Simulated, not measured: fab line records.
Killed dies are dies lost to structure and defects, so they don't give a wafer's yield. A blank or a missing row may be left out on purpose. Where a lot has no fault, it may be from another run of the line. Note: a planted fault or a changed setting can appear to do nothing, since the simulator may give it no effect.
fab line records | flow n5Finfet
record lots=5 wafers=13 lastDay=17
route steps=1938 shown SD_EPI_N@276 SD_EPI_P@295 SD_ACTIVATION@332 MOL_CONTACT_COAG@537 BEOL_M4@1111 PASSIVATION@1936
lots that met no fault: from a run of the same line without faults
startH: start of the lot's first displayed wafer, in hours after the record's first day | waitH: hours elapsed since this lot's preceding step | " identical to the entry in the row above | L1.1+2: a single row standing in for several wafers | - no value present, or no start provided | * or withheld: withheld | < > ~ a bound
route shown NAME@n: NAME is a module with steps in the file, n the number in the route of the first one | usual: the fault-free wafers' mean and standard deviation | same: alike in all rows | chamber/n: place in a boat | sites: the reading at each site | _std_site: standard deviation across them | _edge_site: outer sites' mean less inner sites' | radiusMm: how far each site lies from the wafer's centre | mask NAME#n: copy n | behind: the tool/chamber that last shaped the wafer | hold: what put the lot on hold/how long, in hours/how the hold closed | device: whichever transistor did not switch (one of n, p or np) | end of line: the route-end tests of the same wafers | for a step that has no rows: nothing shown but its recipe | killed: at the first sort, the dies lost to defects and structure; wafer yield is something else | map: dies across one wafer; x = killed, . = not, _ = none there
set.NAME: the run value of the setting; set.NAME@STEP: its run value at that earlier step | model.NAME: the simulator's own value behind a step, which no gauge read
a table for each step, a row for each wafer; lots at some steps of the route
services: a tool's chamber out of use, with start hour (startH, from the record's first day; less than 0 if before it), hours out, and reason
## steps
# step N5_SD_EPI_N_STRIP_36
# recipe chemistry=N2/H2 tempC=40 n2FlowSccm=200 h2FlowSccm=200 rfFrequencyHz=6e+07
# step N5_SD_EPI_N_ETCHBACK_44
# recipe chemistry=CH3F/O2 mode=anisotropicEtchback target=SiNx targetDepthA=145 stopOn=SiO2 overEtchFrac=0.3 ionEnergyEv=120 pressureMtorr=30 sourceW=395 biasW=73 Ar_flow_sccm=150 CH3F_flow_sccm=30 O2_flow_sccm=20
# step N5_SD_EPI_N_ETCH_45
# recipe chemistry=CH3F/O2 target=SiOCN targetDepthA=60 maskMaterial=SOC ionEnergyEv=60 biasW=29 pressureMtorr=15 sourceW=410 Ar_flow_sccm=150 CH3F_flow_sccm=30 O2_flow_sccm=20
# step N5_SD_EPI_N_ETCH_16
# recipe chemistry=CHF3/O2 target=SiO2 targetDepthA=50 maskMaterial=SOC pressureMtorr=30 sourceW=650 biasW=170 Ar_flow_sccm=200 CHF3_flow_sccm=50 O2_flow_sccm=5 ionEnergyEv=200
# step N5_SD_EPI_N_STRIP_47
# recipe chemistry=CHF3/O2 resist=SiARC rfFrequencyHz=6e+07
# step N5_SD_EPI_N_SD_RECESS_17
# recipe chemistry=HBr/Cl2/O2 targetDepthA=410 maskMaterial=SOC timeS=23.7 btTimeS=3 pressureMtorr=10 icpW=800 biasW=112 HBr_flow_sccm=150 Cl2_flow_sccm=80 O2_flow_sccm=12
# step N5_SD_EPI_N_STRIP_38
# recipe chemistry=N2/H2 powerW=1000 tempC=250 h2Frac=0.65 overashFraction=0.3 pressureMtorr=withheld n2FlowSccm=1750 h2FlowSccm=3250
# step N5_SD_EPI_N_WET_ETCH_43
# recipe chemistry=dHF dilution=withheld timeS=14 target=SiO2 targetDepthA=15 tempC=25
# step N5_SD_EPI_N_STRIP_18
# recipe chemistry=SPM timeS=750 tempC=130 h2so4H2o2VolRatio=4
# step N5_SD_EPI_N_SRD_20
# recipe dry=ipaMarangoni doPpb=5 timeS=30 tempC=23 rinseLiquid=diw
# step N5_SD_EPI_N_PRECLEAN_48
# recipe chemistry=NF3:NH3 afsCycles=2 tempC=30 timeS=20 sublimationTempC=180 sublimationTimeS=60 pressureTorr=3 rfPowerW=30
# step N5_SD_EPI_N_VAPOR_ETCH_50
# recipe chemistry=HCl target=Si tempC=775 timeS=54 pressureTorr=20 mode=isotropic
# step N5_SD_EPI_N_EPI_21
# recipe material=Si:P dopant=P tempC=680 pressureTorr=255 timeS=690
# columns lot.wafer tool chamber startH waitH model.Si-P_of_SD_EPI_N_EPI_21.thkNm
L521.2 epiRpcvd-01 0 77.77 0.4 59.8
L521.4+5 " 0 " " 59.6
L523.2 epiRpcvd-01 0 89.23 0.4 65.6
L523.4 " 0 " " 59.2
L523.6 " 0 " " 59.4
L525.2 epiRpcvd-01 0 101.08 0.4 64
L525.4 " 0 " " 58.4
L526.1 epiRpcvd-01 0 110.64 0.1 64.8
L526.2 " 0 " " 65.8
L539.1+5 epiRpcvd-04 0 183.60 0.2 58.4
L539.6 " 0 185.47 1.9 58.8
# step N5_SD_EPI_N_EPI_MEAS_23
# recipe mode=xrd
# usual thkNm=59.1/1.2
# columns lot.wafer tool chamber startH waitH thkNm
L521.2 filmMetro-01 - 79.21 1.2 59.9
L521.4 " - " " 60.6
L521.5 " - " " 58.8
L523.2 filmMetro-01 - 90.67 1.2 65.2
L523.4 " - " " 58.5
L523.6 " - " " 59.2
L525.2 filmMetro-02 - 102.52 1.2 65.4
L525.4 " - " " 59.0
L526.1 filmMetro-01 - 112.35 1.4 64.6
L526.2 " - " " 67.5
L539.1 filmMetro-02 - 185.88 1.9 57.7
L539.5 " - " " 57.2
L539.6 " - " " 58.6
# step N5_SD_EPI_N_PRECLEAN_24
# recipe chemistry=O3/DIW timeS=60 tempC=22 o3Ppm=10
# step N5_SD_EPI_N_SRD_25
# recipe timeS=30 tempC=23 rinseLiquid=diw dry=ipaMarangoni
# step N5_SD_EPI_N_PRECLEAN_49
# recipe chemistry=NF3:NH3 afsCycles=1 tempC=30 timeS=20 sublimationTempC=180 sublimationTimeS=60 pressureTorr=3 rfPowerW=30
# step N5_SD_EPI_N_LINER_46
# recipe material=SiNx targetThkA=30 tempC=400 aldPrecursorFamily=SiH2I2 aldCoReactant=N2/H2-plasma pressureTorr=2
# step N5_SD_EPI_P_COAT_34
# recipe resist=SOC tempC=250 timeS=60 spinRpm=1500 resistThkNm=350
# step N5_SD_EPI_P_COAT_35
# recipe resist=SiARC tempC=220 timeS=60 spinRpm=1500 resistThkNm=35
# step N5_SD_EPI_P_COAT_03
# recipe resist=CAR-ArF-block spinRpm=1500 resistThkNm=150
# step N5_SD_EPI_P_EBR_05
# recipe solvent=PGMEA ebrWidthMm=1.5
# step N5_SD_EPI_P_SOFTBAKE_04
# recipe tempC=110 timeS=60 resist=CAR-ArF-block
# step N5_SD_EPI_P_EXPOSE_06
# recipe maskId=SD_P_BLK na=1.35 sourceShape=conventional sigmaOuter=0.8 polarization=unpolarized targetCdNm=240 doseMj=39.5
# step N5_SD_EPI_P_PEB_07
# recipe pebTempC=110 pebTimeS=60 resist=CAR-ArF-block
# step N5_SD_EPI_P_DEVELOP_08
# recipe developTimeS=30 developer=TMAH resist=CAR-ArF-block devTempC=23 rinseLiquid=diw dry=airSpin
# step N5_SD_EPI_P_DESCUM_14
# recipe chemistry=O2 timeS=7.9 sourcePowerW=50 biasPowerW=20 pressureMtorr=20 rfFrequencyHz=2.712e+07 tempC=40 resist=CAR-ArF-block o2FlowSccm=225
# step N5_SD_EPI_P_ETCH_36
# recipe chemistry=CF4 target=SiARC targetDepthA=455 maskMaterial=CAR-ArF-block timeS=75.8 ionEnergyEv=80 pressureMtorr=40 sourceW=545 biasW=36 Ar_flow_sccm=100 cf4FlowSccm=100 ends=cleared
# step N5_SD_EPI_P_ETCH_37
# recipe chemistry=N2/H2 target=SOC overetchA=1080 maskMaterial=SiARC tempC=40 ionEnergyEv=100 sourceW=3000 biasW=133 pressureMtorr=20 timeS=486 n2FlowSccm=200 h2FlowSccm=200 ends=endPoint
# step N5_SD_EPI_P_STRIP_38
# recipe chemistry=N2/H2 tempC=40 n2FlowSccm=200 h2FlowSccm=200 rfFrequencyHz=6e+07
# step N5_SD_EPI_P_ETCHBACK_46
# recipe chemistry=CH3F/O2 mode=anisotropicEtchback target=SiNx targetDepthA=175 stopOn=SiO2 overEtchFrac=0.3 ionEnergyEv=120 pressureMtorr=30 sourceW=395 biasW=73 Ar_flow_sccm=150 CH3F_flow_sccm=30 O2_flow_sccm=20
# step N5_SD_EPI_P_ETCH_47
# recipe chemistry=CH3F/O2 target=SiOCN targetDepthA=250 maskMaterial=SOC ionEnergyEv=60 biasW=29 pressureMtorr=30 sourceW=410 Ar_flow_sccm=150 CH3F_flow_sccm=30 O2_flow_sccm=20
# step N5_SD_EPI_P_ETCH_16
# recipe chemistry=CHF3/O2 target=SiO2 targetDepthA=50 maskMaterial=SOC pressureMtorr=30 sourceW=650 biasW=170 Ar_flow_sccm=200 CHF3_flow_sccm=50 O2_flow_sccm=5 ionEnergyEv=200
# step N5_SD_EPI_P_STRIP_50
# recipe chemistry=CHF3/O2 resist=SiARC rfFrequencyHz=6e+07
# step N5_SD_EPI_P_SD_RECESS_17
# recipe chemistry=HBr/Cl2/O2 targetDepthA=391 btTimeS=3 pressureMtorr=10 icpW=800 biasW=112 HBr_flow_sccm=150 Cl2_flow_sccm=80 O2_flow_sccm=12
# step N5_SD_EPI_P_WET_ETCH_45
# recipe chemistry=dHF dilution=withheld timeS=10.7 target=SiO2 targetDepthA=20 tempC=25 dry=ipaMarangoni rinseTimeS=30 rinseTempC=23
# step N5_SD_EPI_P_STRIP_40
# recipe chemistry=N2/H2 powerW=1000 tempC=250 h2Frac=0.65 overashFraction=0.3 pressureMtorr=withheld n2FlowSccm=1750 h2FlowSccm=3250
# step N5_SD_EPI_P_PRECLEAN_52
# recipe chemistry=O3/DIW timeS=60 tempC=22 o3Ppm=10
# step N5_SD_ACTIVATION_RS_MEAS_03
# recipe thkMeasGauge=four-point-probe
# usual RS_SD_N=21.84/0.29 RS_SD_P=56.2/0.7
# columns lot.wafer tool chamber startH waitH RS_SD_N[ohm/sq] RS_SD_P[ohm/sq]
L521.2 filmMetro-01 - 85.59 0.2 21.67 56.2
L521.4 " - " " 21.82 57.7
L521.5 " - " " 21.98 57.2
L523.2 filmMetro-02 - 96.35 0.2 19.92 55.8
L523.4 " - " " 21.90 55.7
L523.6 " - " " 21.90 55.5
L525.2 filmMetro-02 - 108.58 0.2 20.05 56.9
L525.4 " - " " 22.05 56.5
L526.1 filmMetro-01 - 118.71 0.2 19.69 56.7
L526.2 " - " " 19.66 57.4
L539.1 filmMetro-01 - 192.23 0.2 22.16 56.4
L539.5 " - " " 22.12 55.2
L539.6 " - " " 22.03 56.4
# step N5_MOL_CONTACT_COAG_ETCH_15
# recipe chemistry=CH3F/O2 target=SiNx targetDepthA=70 maskMaterial=SOC stopOn=Si:P overEtchFrac=0.75 ionEnergyEv=120 pressureMtorr=30 sourceW=395 biasW=73 Ar_flow_sccm=150 CH3F_flow_sccm=30 O2_flow_sccm=20
# usual drypumpMotorCurrentA=5.8/0.48 oesProductAu=0.60/0.058 rfFwdPowerW=391.7/1.5 rfVppV=297/3 showerheadPlenumPTorr=1.99/0.064 throttleValvePct=16.26/0.21
# same overEtchFrac=0.75
# columns lot.wafer tool chamber startH waitH drypumpMotorCurrentA oesProductAu rfFwdPowerW rfHoursCounterH rfVppV showerheadPlenumPTorr throttleValvePct model.Si-P_of_SD_EPI_N_EPI_21.thkNm
L521.2 rieDiel-06 0 115.72 0.0 5.4 0.63 392.1 60 302 2.13 16.38 58.8
L521.4 " 1 " " 6.0 0.55 390.4 173 296 1.91 16.25 58.8
L521.5 " 3 " " 5.4 0.66 392.0 - 296 1.97 15.88 58.8
L523.2 rieDiel-06 3 127.23 0.0 5.5 0.65 389.7 22 293 1.97 15.86 64.8
L523.4 " 0 " " 5.3 0.62 393.1 63 301 2.12 16.38 58.4
L523.6 " 1 " " 6.0 0.55 391.1 - 297 1.91 16.26 58.4
L525.2 rieDiel-06 1 138.88 0.0 6.0 0.54 391.4 181 296 1.91 16.27 63.2
L525.4 " 3 " " 5.4 0.64 391.6 25 296 1.97 15.85 57.6
L526.1 rieDiel-06 1 148.68 0.0 6.0 0.53 390.8 186 295 1.91 16.29 64
L526.2 " 3 " " 5.5 0.64 392.6 30 296 1.96 15.89 64.8
L539.1 rieDiel-05 3 222.51 0.0 6.6 0.55 390.7 165 299 2.00 16.47 57.6
L539.5 " 3 " " 6.6 0.55 392.0 - 300 2.00 16.47 57.6
L539.6 " 0 " " 6.0 0.64 389.2 - 291 1.96 16.35 58
# step N5_BEOL_M4_RC_MEAS_101
# usual DIBL_N=35.8/1.5 DIBL_P=35.8/1.7 IOFF_N=0.151/0.022 IOFF_P=0.204/0.027 ION_N=673/8.6 ION_P=462/5.4 RS_SD_N=28.3/0.39 SS_N=71.4/0.54 SS_P=73.3/0.56 VT_N=250.5/2.6 VT_P=-251/3.1
# columns lot.wafer tool chamber startH waitH DIBL_N[mV/V] DIBL_P[mV/V] IOFF_N[nA/um] IOFF_P[nA/um] ION_N[uA/um] ION_P[uA/um] RS_SD_N[ohm/sq] SS_N[mV/dec] SS_P[mV/dec] VT_N[mV] VT_P[mV]
L521.2 prober-01 0 201.86 0.2 35.9 36.5 0.145 0.212 678 465 28.2 71.6 73.3 250.1 -250
L521.4 " 0 " " 35.7 36.4 0.142 0.200 670 462 28.1 71.3 73.0 250.5 -252
L521.5 " 0 " " 36.2 37.0 0.155 0.212 678 462 28.4 70.2 73.5 249.6 -247
L523.2 prober-01 0 213.19 0.2 34.6 32.8 0.120 0.178 655 450 25.4 71.7 72.7 256.7 -251
L523.4 " 0 " " 34.5 32.3 0.119 0.169 666 456 28.2 71.5 72.4 252.4 -250
L523.6 " 0 " " 36.6 34.9 0.143 0.199 664 454 28.3 71.8 72.7 255.2 -251
L525.2 prober-02 0 226.78 0.2 36.2 36.1 0.164 0.213 676 466 26.0 71.8 73.3 248.5 -252
L525.4 " 0 " " 36.0 36.8 0.155 0.227 667 465 28.2 71.5 73.5 249.0 -248
L526.1 prober-01 0 231.26 0.0 37.1 36.7 0.172 0.212 673 461 25.7 72.6 73.7 247.1 -247
L526.2 " 0 " " 36.2 36.6 0.164 0.206 679 460 25.3 72.1 73.0 248.0 -249
L539.1 prober-02 0 303.88 0.0 37.8 38.2 0.170 0.205 669 462 29.0 71.7 73.0 248.0 -255
L539.5 " 0 " " 36.2 36.3 0.138 0.181 669 457 28.7 71.2 73.0 252.0 -254
L539.6 " 0 " " 33.4 32.8 0.105 0.142 665 452 28.7 71.3 72.4 254.4 -258
# step N5_PASSIVATION_PROBE_49
# usual defectLimitedYield=91.3/1.4 killed_at_M0_to_M3=33/10 killed_at_M4_up=15/6.1 killedAtContacts=12/6.7 killedAtFrontEnd=39/11 killedAtOther=4/3.3 killedDies=103/16 killedOpen=68/12 killedShort=34/7.2 sort_bin_5_function=5.1/0.88 sort_bin_6_memory=3.3/0.67 sortNPass=1077/16 sortYieldPct=91.3/1.4
# same grossDies=1180 killedAtBackSide=0 sort_bin_4_leakage[%]=0 sort_bin_8_speed[%]=0
# columns lot.wafer tool chamber startH waitH defectLimitedYield[%] killed_at_M0_to_M3 killed_at_M4_up killedAtContacts killedAtFrontEnd killedAtOther killedDies killedOpen killedShort sort_bin_5_function[%] sort_bin_6_memory[%] sortNPass sortYieldPct[%]
L521.2 prober-01 - 310.10 0.1 89.2 42 14 7 60 5 128 75 53 6.9 3.7 1052 89.2
L521.4 prober-01 - 310.20 0.2 91.1 36 11 6 49 3 105 75 29 5.1 3.6 1075 91.1
L521.5 prober-01 - 310.25 0.2 90.6 43 16 7 41 4 111 70 40 5.8 3.5 1069 90.6
L523.2 prober-02 - 315.46 0.1 90.5 37 18 11 46 0 112 66 41 6.2 3.1 1068 90.5
L523.4 prober-02 - 315.56 0.2 94.4 17 11 8 28 2 66 34 30 3.1 2.2 1114 94.4
L523.6 prober-02 - 315.66 0.3 92.1 16 27 12 37 1 93 65 24 5.6 2.3 1087 92.1
L525.2 prober-02 - 321.47 0.1 90.9 32 13 6 55 1 107 67 37 5.8 3.2 1073 90.9
L525.4 prober-02 - 321.57 0.2 89.2 34 7 8 78 0 127 83 42 5.8 4.7 1053 89.2
L526.1 prober-02 - 332.23 0.0 91.2 35 10 19 29 11 104 62 42 5.4 3.1 1076 91.2
L526.2 prober-02 - 332.28 0.1 90.6 28 8 22 48 5 111 68 40 5.7 3.5 1069 90.6
L539.1 prober-01 - 404.99 0.0 93.6 21 15 6 21 13 76 44 29 3.2 3.1 1104 93.6
L539.5 prober-01 - 405.19 0.2 91.6 35 23 4 29 8 99 75 23 5.1 3.2 1081 91.6
L539.6 prober-01 - 405.24 0.3 91.5 35 17 23 22 3 100 68 30 4.9 3.2 1080 91.5
# killed by level:class
L521.2 FIN_SAQP:geometricParticle:short=14 BEOL_M0_SAQP:geometricParticle:short=13 FIN_SAQP:geometricParticle:open=11 BEOL_M0_SAQP:geometricParticle:open=11 GATE_CUT:geometricParticle:short=7 ILD0:geometricParticle:open=6 MOL_CONTACT_COAG:geometricParticle:open=6 DUMMY_GATE:geometricParticle:open=4
L521.4 FIN_SAQP:geometricParticle:open=16 BEOL_M1:geometricParticle:open=15 FIN_SAQP:geometricParticle:short=8 STI_FIN_REVEAL:geometricParticle:open=5 MOL_CONTACT_COAG:geometricParticle:open=5 BEOL_M0_SAQP:geometricParticle:open=5 BEOL_M0:geometricParticle:open=5 STARTING-WAFER:geometricParticle:open=5
L521.5 FIN_SAQP:geometricParticle:open=13 BEOL_M0_SAQP:geometricParticle:open=13 FIN_SAQP:geometricParticle:short=11 BEOL_M0_SAQP:geometricParticle:short=10 MOL_CONTACT_COAG:geometricParticle:open=7 BEOL_M1:geometricParticle:short=5 BEOL_M3:geometricParticle:open=5 BEOL_M1:geometricParticle:open=5
L523.2 STI_FIN_REVEAL:geometricParticle:open=13 BEOL_M0_SAQP:geometricParticle:short=12 MOL_CONTACT_COAG:geometricParticle:open=10 BEOL_M3:geometricParticle:open=8 FIN_SAQP:geometricParticle:short=7 ILD0:geometricParticle:short=5 ILD0:geometricParticle:open=5 BEOL_M1:geometricParticle:open=5
L523.4 STI_FIN_REVEAL:geometricParticle:open=6 MOL_CONTACT_COAG:geometricParticle:open=5 ILD0:geometricParticle:short=4 BEOL_M3:geometricParticle:short=4 BEOL_M1:geometricParticle:open=4 FIN_SAQP:geometricParticle:short=3 GATE_CUT:geometricParticle:short=3 MOL_CONTACT_COAG:geometricParticle:short=3
L523.6 BEOL_M4:geometricParticle:open=13 MOL_CONTACT_COAG:geometricParticle:open=11 STI_FIN_REVEAL:geometricParticle:open=10 BEOL_M5:geometricParticle:open=8 ILD0:geometricParticle:open=7 FIN_SAQP:geometricParticle:short=5 DUMMY_GATE:geometricParticle:open=3 BEOL_M2:geometricParticle:short=3
L525.2 STI_FIN_REVEAL:geometricParticle:open=12 GATE_CUT:geometricParticle:short=11 BEOL_M0_SAQP:geometricParticle:open=9 BEOL_M1:geometricParticle:open=6 FIN_SAQP:geometricParticle:open=5 FIN_SAQP:geometricParticle:short=5 BEOL_M0_SAQP:geometricParticle:short=5 DUMMY_GATE:geometricParticle:open=4
L525.4 STI_FIN_REVEAL:geometricParticle:open=25 FIN_SAQP:geometricParticle:open=14 FIN_SAQP:geometricParticle:short=13 BEOL_M1:geometricParticle:open=7 GATE_CUT:geometricParticle:short=7 BEOL_M0_SAQP:geometricParticle:open=7 MOL_CONTACT_COAG:geometricParticle:open=6 BEOL_M0_SAQP:geometricParticle:short=6
L526.1 MOL_CONTACT_COAG:geometricParticle:open=16 BEOL_M0_SAQP:geometricParticle:short=9 BEOL_M3:geometricParticle:open=9 BEOL_M0_SAQP:geometricParticle:open=7 FIN_SAQP:geometricParticle:open=5 FIN_SAQP:geometricParticle:short=5 DUMMY_GATE:geometricParticle:open=4 STARTING-WAFER:geometricParticle:short=4
L526.2 MOL_CONTACT_COAG:geometricParticle:open=14 FIN_SAQP:geometricParticle:open=11 DUMMY_GATE:geometricParticle:open=9 MOL_CONTACT_COAG:geometricParticle:short=8 STARTING-WAFER:geometricParticle:short=7 BEOL_M0_SAQP:geometricParticle:short=7 BEOL_M0_SAQP:geometricParticle:open=6 GATE_CUT:geometricParticle:short=5
L539.1 MOL_CONTACT_COAG:geometricParticle:open=6 BEOL_M0_SAQP:geometricParticle:open=6 BEOL_M3:geometricParticle:open=6 BEOL_M0_SAQP:geometricParticle:short=5 FIN_SAQP:geometricParticle:open=4 BEOL_M5:geometricParticle:open=4 PAD_METAL:geometricParticle:short=4 STARTING-WAFER:geometricParticle:short=4
L539.5 BEOL_M4:geometricParticle:open=16 BEOL_M2:geometricParticle:open=12 BEOL_M0_SAQP:geometricParticle:open=7 BEOL_M3:geometricParticle:open=7 FIN_SAQP:geometricParticle:short=5 FIN_SAQP:geometricParticle:open=5 GATE_CUT:geometricParticle:short=5 BEOL_M1:geometricParticle:open=4
L539.6 MOL_CONTACT_COAG:geometricParticle:open=18 BEOL_M4:geometricParticle:open=8 BEOL_M2:geometricParticle:open=8 BEOL_M0_SAQP:geometricParticle:open=6 BEOL_M3:geometricParticle:open=6 MOL_CONTACT_COAG:geometricParticle:short=5 BEOL_M0_SAQP:geometricParticle:short=5 DUMMY_GATE:geometricParticle:open=4
## services
# columns tool chamber startH hours kind
rieDiel-05 - 74.63 28.1 pm
rieDiel-06 0 103.79 6.8 repair
epiRpcvd-01 - 112.32 14.6 pm
rieDiel-05 0 117.17 - clean
rieDiel-05 0 117.17 - consumableReplace:focusRing
rieDiel-05 0 117.17 13.4 scheduledDown
rieDiel-05 0 117.17 13.4 ventCycle
epiRpcvd-04 - 125.52 0.8 pm
rieDiel-05 2 134.40 - clean
rieDiel-05 2 134.40 - consumableReplace:focusRing
rieDiel-05 2 134.40 17.5 scheduledDown
rieDiel-05 2 134.40 17.5 ventCycle
rieDiel-06 2 140.26 - clean
rieDiel-06 2 140.26 - consumableReplace:focusRing
rieDiel-06 2 140.26 12.2 scheduledDown
rieDiel-06 2 140.26 12.2 ventCycle
epiRpcvd-01 - 159.84 2.8 pm
rieDiel-06 2 170.36 8.9 repair
rieDiel-06 3 172.60 2.8 repair
## key
firstSign step=N5_SD_EPI_N_EPI_MEAS_23 reading=thkNm direction=up sigmas=5.3 usual=* struck=*
effect step=N5_SD_ACTIVATION_RS_MEAS_03 reading=RS_SD_N direction=down sigmas=6.9 usual=21.84 struck=19.83
effect step=N5_BEOL_M4_RC_MEAS_101 reading=RS_SD_N direction=down sigmas=7.1 usual=28.3 struck=25.6
modelEffect step=N5_SD_EPI_N_EPI_21 value=Si-P_of_SD_EPI_N_EPI_21.thkNm without=58.95 struck=65.05
modelEffect step=N5_MOL_CONTACT_COAG_ETCH_15 value=Si-P_of_SD_EPI_N_EPI_21.thkNm without=57.6 struck=63.6
metAt N5_SD_EPI_N_EPI_21
struckWafers L523.2,L525.2,L526.1,L526.2
onsetBetween 77.77 89.23
fault kind=processParameterDrift tool=epiRpcvd-01 chamber=- onsetH=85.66 steps=N5_SD_EPI_N_EPI_21 channel=timeS offset=* shape=step endH=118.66 scope=struckWafersOnly actsIn=* stated=*
